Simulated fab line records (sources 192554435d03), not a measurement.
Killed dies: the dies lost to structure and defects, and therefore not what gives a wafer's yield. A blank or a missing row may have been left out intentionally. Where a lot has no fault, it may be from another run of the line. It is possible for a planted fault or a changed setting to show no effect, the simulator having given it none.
fab line records | flow n5Finfet
record: lots: 3 | wafers: 8 | lastDay: 17
route steps=1938 shown BEOL_M4@1099 BEOL_M5@1112 PASSIVATION@1936
lots that met no fault: taken from a fault-free run of the same line
startH: hours from the record's first day to the start of the lot's first wafer shown | waitH: hours from the lot's prior step to this one | " as in the row above | L1.1+2: several wafers, shown together as one row | - no value, or no start given | * or withheld: withheld | < > ~ a bound
route shown NAME@n: NAME is a module with steps in the file, n the number in the route of the first one | usual: average and standard deviation across the fault-free wafers | same: alike in all rows | chamber/n: place in a boat | sites: each site's reading | _std_site: how widely they spread, as a standard deviation | _edge_site: outer sites' mean less inner sites' | radiusMm: for every site, how far away it sits from the centre of the wafer | mask NAME#n: copy n | behind: tool/chamber where the wafer was last shaped | hold: why the lot was held/for how many hours/how that ended | device: transistor that didn't switch, given as n, p or np | end of line: the same wafers' tests at the end of the route | a step with no rows: only its recipe | killed: count of dies lost to structure and defects at first sort (not the wafer's yield) | map: shows each die of a wafer: x if killed, . if not, _ if none is there
set.NAME: the setting that was run; set.NAME@STEP: the one run at that earlier step | model.NAME: the simulator's own value behind a step, which no gauge read
lots at some steps of the route; a table a step, a row a wafer
services: the hour from which a tool's chamber was out of use, counted from the record's first day as startH (under 0 if before that day), plus the number of hours and why
== steps ==
step: N5_BEOL_M4_ANNEAL_95
recipe: tempC: 400 | timeS: 240 | ambient: vacuum
step: N5_BEOL_M4_SPUTTER_96
recipe: material: Cu | targetThkA: 45 | tempC: -20 | chamberPressurePa: 0.07 | powerW: withheld | timeS: 8.29
step: N5_BEOL_M4_ECD_50
recipe: material: Cu | targetThkA: 3000
step: N5_BEOL_M4_ANNEAL_51
recipe: tempC: 225 | timeS: 90 | ambient: N2
step: N5_BEOL_M4_CMP_52
recipe: stopOn: SiOC | tOverpolishS: 6.8 | downForcePsi: 1 | platenRpm: 50 | clearingPlatenDownForcePsi: 1.5 | clearingPlatenRpm: 50 | postCmpClean: cuAlkaline | targetThkNm: 40 | clearingPlatenPadVelocityMS: 0.99484 | padVelocityMS: 0.99484
step: N5_BEOL_M4_PRE_CLEAN_60
recipe: gas: NH3/H2 | timeS: 15 | tempC: * | rfPowerW: 300
step: N5_BEOL_M4_CO_CAP_55
recipe: material: Co | targetThkA: 20 | tempC: 200 | precursor: CCTBA/H2 | pressureTorr: 30 | timeS: 102.1
step: N5_BEOL_M4_PRE_CLEAN_56
recipe: gas: NH3 | timeS: 15 | tempC: withheld | rfPowerW: 300
step: N5_BEOL_M4_DEP_57
recipe: material: SiCN | targetThkA: 80 | tempC: withheld | precursor: 3MS/NH3 | pressureTorr: 3 | rfW: 202 | timeS: 14
step: N5_BEOL_M4_RC_MEAS_101
usual: DIBL_N: 35.8/1.8 | DIBL_P: 35.6/2 | IOFF_N: 0.148/0.028 | IOFF_P: 0.20/0.034 | ION_N: 672/12 | ION_P: 462/8.5 | SS_N: 71.2/0.65 | SS_P: 73.1/0.67 | VT_N: 251/3.3 | VT_P: -251/3.8
lot.wafer | tool      | chamber | startH | waitH | DIBL_N[mV/V] | DIBL_P[mV/V] | IOFF_N[nA/um] | IOFF_P[nA/um] | ION_N[uA/um] | ION_P[uA/um] | SS_N[mV/dec] | SS_P[mV/dec] | VT_N[mV] | VT_P[mV]
L784.4    | prober-01 | 0       | 221.97 | 0.5   | 35.9         | 36.5         | 0.144         | 0.20          | 674          | 469          | 71.4         | 73.4         | 252      | -253
L784.5    | "         | 0       | "      | "     | 35.4         | 35.2         | 0.135         | 0.18          | 678          | 466          | 69.6         | 72.9         | 253      | -253
L784.6    | "         | 0       | "      | "     | 35.8         | 34.9         | 0.143         | 0.18          | 665          | 454          | 70.8         | 73.1         | 253      | -253
L794.1    | prober-02 | 0       | 282.93 | 0.0   | 37.1         | 35.0         | 0.162         | 0.19          | 674          | 450          | 71.5         | 73.4         | 251      | -253
L794.2    | "         | 0       | "      | "     | 37.5         | 35.6         | 0.165         | 0.20          | 670          | 454          | 71.8         | 73.2         | 252      | -251
L796.3    | prober-02 | 0       | 307.18 | 0.3   | 34.2         | 33.6         | 0.128         | 0.18          | 679          | 463          | 70.3         | 72.2         | 254      | -252
L796.4    | "         | 0       | "      | "     | 34.9         | 33.6         | 0.130         | 0.17          | 678          | 462          | 71.0         | 72.6         | 253      | -252
L796.6    | "         | 0       | "      | "     | 36.6         | 35.9         | 0.153         | 0.21          | 687          | 471          | 71.3         | 73.1         | 250      | -248
step: N5_BEOL_M5_ILD_DEP_00
recipe: material: SiCOH_lowk | targetThkA: 1406.4 | tempC: 300 | precursor: DEMS/porogen | pressureTorr: 5 | rfW: 500 | timeS: 25.9
usual: heaterPowerW: 306/41 | showerheadPlenumPTorr: 5.742/0.016 | throttleValvePct: 13.9/0.85
lot.wafer | tool     | chamber | startH | waitH | heaterPowerW | showerheadPlenumPTorr | throttleValvePct | model.SiCOH_lowk_of_BEOL_M5_ILD_DEP_00.thkNm
L784.4    | pecvd-03 | 0       | 222.49 | 0.4   | 275          | 5.730                 | 14.0             | 142.4
L784.5    | "        | 2       | "      | "     | 265          | 5.726                 | 12.9             | 142.6
L784.6    | "        | 1       | "      | "     | 355          | 5.755                 | 14.5             | 143.6
L794.1    | pecvd-03 | 0       | 283.90 | 0.8   | 292          | 5.736                 | 14.0             | 140.4
L794.2    | "        | 1       | "      | "     | 330          | 5.747                 | 14.6             | 69.4
L796.3    | pecvd-02 | 1       | 307.84 | 0.5   | 298          | 5.737                 | 14.3             | 139.6
L796.4    | "        | 0       | "      | "     | 356          | 5.736                 | 15.0             | 140
L796.6    | "        | 2       | "      | "     | 293          | 5.765                 | 13.7             | 142
step: N5_BEOL_M5_CURE_79
recipe: tempC: 385 | timeS: 240 | ambient: He/Ar | material: SiCOH_lowk
step: N5_BEOL_M5_THK_MEAS_01
recipe: reads: SiCOH_lowk_of_BEOL_M5_ILD_DEP_00
usual: M5_ILD_THK: 121.1/1.8
lot.wafer | tool         | chamber | startH | waitH | M5_ILD_THK[nm]
L784.4    | filmMetro-02 | -       | 223.05 | 0.2   | 122.5
L784.5    | "            | -       | "      | "     | 122.7
L784.6    | "            | -       | "      | "     | 123.6
L794.1    | filmMetro-02 | -       | 284.47 | 0.4   | 120.9
L794.2    | "            | -       | "      | "     | 59.5
L796.3    | filmMetro-02 | -       | 308.89 | 0.5   | 120.0
L796.4    | "            | -       | "      | "     | 120.4
L796.6    | "            | -       | "      | "     | 122.2
step: N5_BEOL_M5_PECVD_70
recipe: material: SiO2 | targetThkA: 160 | tempC: 400 | precursor: TEOS/O2 | pressureTorr: 5.5 | rfW: 450 | teosFlowSccm: 53.8 | gas: O2 | flowSccm: 3000 | timeS: 18
step: N5_BEOL_M5_HM_DEP_02
recipe: material: TiN | targetThkA: 200 | tempC: 25 | chamberPressurePa: 0.49996
step: N5_BEOL_M5_COAT_59
recipe: resist: SOC | tempC: 250 | timeS: 60 | spinRpm: 1500 | resistThkNm: 60
step: N5_BEOL_M5_COAT_60
recipe: resist: SiARC | tempC: 220 | timeS: 60 | spinRpm: 1500 | resistThkNm: 12
step: N5_BEOL_M5_COAT_71
recipe: resist: underlayer | tempC: 205 | timeS: 60 | spinRpm: 1500 | resistThkNm: 5
step: N5_BEOL_M5_COAT_05
recipe: resist: CAR-EUV | spinRpm: 1500 | resistThkNm: 30
step: N5_BEOL_M5_EBR_07
recipe: solvent: PGMEA | ebrWidthMm: 1.5
step: N5_BEOL_M5_SOFTBAKE_06
recipe: tempC: 110 | timeS: 60 | resist: CAR-EUV
step: N5_BEOL_M5_EXPOSE_08
recipe: maskId: M5 | na: 0.33 | sourceShape: annular | sigmaInner: 0.4 | sigmaOuter: 0.8 | polarization: unpolarized | targetCdNm: 28 | doseMj: 35.75
step: N5_BEOL_M5_PEB_09
recipe: pebTempC: 100 | pebTimeS: 60 | resist: CAR-EUV
step: N5_BEOL_M5_DEVELOP_10
recipe: developTimeS: 30 | developer: TMAH | resist: CAR-EUV | rinseLiquid: surfactantRinse | dry: airSpin | devTempC: 23
step: N5_BEOL_M5_DESCUM_16
recipe: chemistry: O2 | timeS: 7 | sourcePowerW: 50 | biasPowerW: 20 | pressureMtorr: 20 | rfFrequencyHz: 2.712e+07 | tempC: 40 | resist: CAR-EUV | o2FlowSccm: 225
step: N5_BEOL_M5_ETCH_72
recipe: chemistry: N2/H2 | target: underlayer | targetDepthA: 65 | maskMaterial: CAR-EUV | timeS: 5.2 | ionEnergyEv: 200 | pressureMtorr: 30 | sourceW: 840 | biasW: 150 | n2FlowSccm: 200 | h2FlowSccm: 200 | ends: cleared
step: N5_BEOL_M5_ETCH_61
recipe: chemistry: CF4 | target: SiARC | targetDepthA: 156 | maskMaterial: CAR-EUV | timeS: 26 | ionEnergyEv: 80 | pressureMtorr: 40 | sourceW: 545 | biasW: 36 | Ar_flow_sccm: 100 | cf4FlowSccm: 100 | ends: cleared
step: N5_BEOL_M5_ETCH_62
recipe: chemistry: N2/H2 | target: SOC | targetDepthA: 750 | overetchA: 150 | maskMaterial: SiARC | tempC: 40 | timeS: 112.5 | ionEnergyEv: 200 | pressureMtorr: 30 | sourceW: 840 | biasW: 150 | n2FlowSccm: 200 | h2FlowSccm: 200
step: N5_BEOL_M5_STRIP_63
recipe: chemistry: N2/H2 | tempC: 40 | n2FlowSccm: 200 | h2FlowSccm: 200 | rfFrequencyHz: 6e+07
step: N5_BEOL_M5_STRIP_73
recipe: chemistry: N2/H2 | tempC: 40 | n2FlowSccm: 200 | h2FlowSccm: 200 | rfFrequencyHz: 6e+07
step: N5_BEOL_M5_STRIP_64
recipe: chemistry: CF4 | resist: SiARC | powerW: 300 | biasPowerW: 75 | pressureMtorr: 50 | cf4FlowSccm: 150 | rfFrequencyHz: 6e+07
step: N5_BEOL_M5_HM_OPEN_17
recipe: chemistry: Cl2/BCl3 | targetDepthA: 200 | overetchA: 60 | target: TiN | maskMaterial: SOC | ionEnergyEv: 150 | pressureMtorr: 10 | icpW: 1000 | biasW: 126 | Cl2_flow_sccm: 53.25 | bcl3FlowSccm: 21.75 | Ar_flow_sccm: 25
step: N5_BEOL_M5_STRIP_19
recipe: chemistry: O2 | powerW: 400 | tempC: 40 | pressureMtorr: 30 | rfFrequencyHz: 6e+07 | biasPowerW: 0 | overashFraction: 0.2 | o2FlowSccm: 225
step: N5_BEOL_M5_COAT_65
recipe: resist: SOC | tempC: 250 | timeS: 60 | spinRpm: 1500 | resistThkNm: 60
step: N5_BEOL_M5_COAT_66
recipe: resist: SiARC | tempC: 220 | timeS: 60 | spinRpm: 1500 | resistThkNm: 12
step: N5_BEOL_M5_CMP_52
recipe: stopOn: SiCOH_lowk | tOverpolishS: 6.9 | downForcePsi: 1 | platenRpm: 50 | clearingPlatenDownForcePsi: 1.5 | clearingPlatenRpm: 50 | postCmpClean: cuAlkaline | targetThkNm: 62 | clearingPlatenPadVelocityMS: 0.99484 | padVelocityMS: 0.99484
usual: headPressurePsi: 1.0000/0.0022 | motorCurrentA: 5.8/0.52 | platenRpm: 50.004/0.029
lot.wafer | tool   | chamber | startH | waitH | headPressurePsi | motorCurrentA | platenRpm | model.SiCOH_lowk_of_BEOL_M5_ILD_DEP_00.thkNm
L784.4    | cmp-02 | 1       | 233.25 | 0.1   | 1.0011          | 6.7           | 49.946    | 119.6
L784.6    | "      | 1       | "      | "     | 1.0010          | 6.7           | 50.103    | 120.6
L784.5    | "      | 2       | "      | "     | 0.9977          | 5.3           | 49.959    | 119.8
L794.2    | cmp-03 | 0       | 295.36 | 0.3   | 1.0006          | 5.5           | 50.020    | 56.4
L794.1    | "      | 1       | "      | "     | 1.0020          | 5.5           | 49.996    | 117.8
L796.4    | cmp-03 | 2       | 320.61 | 0.1   | 1.0017          | 5.5           | 49.978    | 117.4
L796.3    | "      | 0       | "      | "     | 0.9994          | 5.6           | 49.975    | 117
L796.6    | "      | 2       | "      | "     | 0.9997          | 5.5           | 50.019    | 119.2
step: N5_PASSIVATION_PROBE_49
usual: defectLimitedYield: 91.3/1.5 | killed_at_M0_to_M3: 34/11 | killed_at_M4_up: 14/6.1 | killedAtContacts: 12/5.9 | killedAtFrontEnd: 39/11 | killedAtOther: 4/3.3 | killedDies: 102/18 | killedOnRim: 13/3.8 | killedOpen: 67/13 | killedShort: 33/7.9 | sort_bin_5_function: 5.1/1 | sort_bin_6_memory: 3.3/0.7 | sortNPass: 1077/19 | sortYieldPct: 91.3/1.6
same: grossDies: 1180 | killedAtBackSide: 0 | sort_bin_4_leakage[%]: 0 | sort_bin_8_speed[%]: 0
lot.wafer | tool      | chamber | startH | waitH | defectLimitedYield[%] | killed_at_M0_to_M3 | killed_at_M4_up | killedAtContacts | killedAtFrontEnd | killedAtOther | killedDies | killedOnRim | killedOpen | killedShort | sort_bin_5_function[%] | sort_bin_6_memory[%] | sortNPass | sortYieldPct[%]
L794.2    | prober-02 | -       | 385.97 | 0.1   | 0.3                   | 25                 | 1109            | 20               | 22               | 1             | 1177       | 152         | 62         | 22          | 4.1                    | 2.7                  | 3         | 0.3
killed by level:class
L794.2 BEOL_M5:areaDep=1093 MOL_CONTACT_COAG:geometricParticle:open=18 FIN_SAQP:geometricParticle:open=7 BEOL_M3:geometricParticle:open=7 BEOL_M4:geometricParticle:open=7 FIN_SAQP:geometricParticle:short=5 BEOL_M0_SAQP:geometricParticle:open=5 BEOL_M0_SAQP:geometricParticle:short=5
map L794.2 (x killed, . not)
_________________xxxxxxxxxxxx________________
______________xxxxxxxxxxxxxxxxxx_____________
___________xxxxxxxxxxxxxxxxxxxxxxxx__________
__________xxxxxxxxxxxxxxxxxxxxxxxxxx_________
________xxxxxxxxxxxxxxxxxxxxxxxxxxxxxx_______
_______xxxxxxxxxxxxxxxxxxxxxxxxxxxxxxxx______
______xxxxxxxxxxxxxxxxxxxxxxxxxxxxxxxxxx_____
_____xxxxxxxxxxxxxxxxxxxxxxxxxxxxxxxxxxxx____
____xxxxxx.xxxxxxxxxxxxxxxxxxxxxxxxxxxxxxx___
___xxxxxxxxxxxxxxxxxxxxxxxxxxxxxxxxxxxxxxxx__
___xxxxxxxxxxxxxxxxxxxxxxxxxxxxxxxxxxxxxxxx__
__xxxxxxxxxxxxxxxxxxxxxxxxxxxxxxxxxxxxxxxxxx_
__xxxxxxxxxxxxxxxxxxxxxxxxxxxxxxxxxxxxxxxxxx_
_xxxxxxxxxxxxxxxxxxxxxxxxxxxxxxxxxxxxxxxxxxxx
_xxxxxxxxxxxxxxx.xxxxxxxxxxxxxxxxxxxxxxxxxxxx
_xxxxxxxxxxxxxxxxxxxxxxxxxxxxxxxxxxxxxxxxxxxx
_xxxxxxxxxxxxxxxxxxxxxxxxxxxxxxxxxxxxxxxxxxxx
_xxxxxxxxxxxxxxxxxxxxxxxxxxxxxxxxxxxxxxxxxxxx
_xxxxxxxxxxxxxxxxxxxxxxxxxxxxxxxxxxxxxxxxxxxx
_xxxxxxxxxxxxxxxxxxxxxxxxxxxxxxxxxxxxxxxxxxxx
_xxxxxxxxxxxxxxxxxxxxxxxxxxxxxxxxxxxxxxxxxxxx
__xxxxxxxxxxxxxxxxxxxxxxxxxxxxxxxxxxxxxxxxxx_
__xxxxxxxxxxxxxxxxxxxxxxxxxxxxxxxxxxxxxxxxxx_
___xxxxxxxxxxxxxxxxxxxxxxxxxxxxxxxxxxxxxxxx__
___xxxxxxxxxxxxxxxxxxxxxxxxxxxxxxxxxxxxxxxx__
____xxxxxxxxxxxxxxxxxxxxxxxxxxxxxxxxxxxxxx___
_____xxxxxxxxxxxxxxxxxxxxxxxxxxxxxxxxxxxx____
______xxxxxxxxxxxxxxxxxxxxxxxxxxxxxxxxxx_____
_______xxxxxxxxxxxxxxxxxxxxxxxxxxxxxxxx______
________xxxxxxxxxxxxxxxxxxxxxxxxxxxxxx_______
__________xxxxxxxxxxxxxxxxxxxxxxxxxx_________
___________xxxxxxxxxxxxxxxxxxxxxxxx__________
______________xxxxxxxx.xxxxxxxxx_____________
_________________xxxxxxxxxxxx________________
map L784.5 (x killed, . not)
_________________............________________
______________............x...x._____________
___________........x...............__________
__________.........................._________
________...................x.x........_______
_______...x............x......x........______
______...........x.x...................x_____
_____x...........x......x.........x..x...____
____x....x...x............................___
___...x......x.......x...x..x....x.......x.__
___x.....x........x..........x.............__
__x.x.x....x...............x................_
__.................................xx......x_
_.......xx....x........x.....xx..............
_..........................................x.
_..................x..............x..x.x.....
_......x........x..........................x.
_..xx..x............x.......x.x........x.....
_...xx............x....x..............x....xx
_x....xx....x...............x................
_..............x......x......................
__....xx.............................xx....._
__..x.....xx.............x.x......x........._
___................................x.....x.__
___.......x...................x.x..........__
____......................................___
_____.....x..............................____
______.....xx.x...xx................x..._____
_______.........x.................x....______
________......................x......._______
__________xx...x...................x_________
___________...............x...x..x.__________
______________.................._____________
_________________...x.x......________________
== services ==
tool     | chamber | startH | hours | kind
cmp-03   | -       | 203.49 | 4.3   | repair
pecvd-02 | 1       | 207.07 | 5.5   | scheduledDown
cmp-02   | -       | 208.01 | 1.8   | repair
pecvd-02 | 2       | 213.03 | 5.5   | scheduledDown
cmp-03   | -       | 234.33 | 1.3   | repair
pecvd-03 | 2       | 270.65 | 2.1   | repair
cmp-03   | -       | 281.47 | 1.8   | repair
pecvd-03 | 1       | 288.67 | 5.5   | scheduledDown
pecvd-03 | 0       | 303.45 | 5.0   | repair
pecvd-02 | -       | 303.54 | 3.5   | repair
== key ==
firstSign: step: N5_BEOL_M5_THK_MEAS_01 | reading: M5_ILD_THK | direction: down | sigmas: 35 | usual: 121.1 | struck: 59.5
effect: step: N5_PASSIVATION_PROBE_49 | reading: killed_at_M4_up | direction: up | sigmas: 99+ | usual: 14 | struck: 1109
modelEffect: step: N5_BEOL_M5_ILD_DEP_00 | value: SiCOH_lowk_of_BEOL_M5_ILD_DEP_00.thkNm | without: 141.8 | struck: 69.4
modelEffect: step: N5_BEOL_M5_CMP_52 | value: SiCOH_lowk_of_BEOL_M5_ILD_DEP_00.thkNm | without: 119 | struck: 56.4
moreKillsBornAt: N5_BEOL_M5_ILD_DEP_00@pecvd-03: 1093
metAt N5_BEOL_M5_ILD_DEP_00
struckWafers L794.2
laterRowsLeftOut L794.2
onsetBetween 222.49 283.90
fault: kind: processParameterDrift | tool: pecvd-03 | chamber: - | onsetH: 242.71 | steps: N5_BEOL_M5_ILD_DEP_00 | channel: timeS | offset: * | shape: step | endH: 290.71 | scope: struckWafersOnly | actsIn: * | stated: *
laterRowsLeftOut: the simulator's readings of these wafers behind a module that went badly wrong aren't trusted and aren't shown, but for the sort
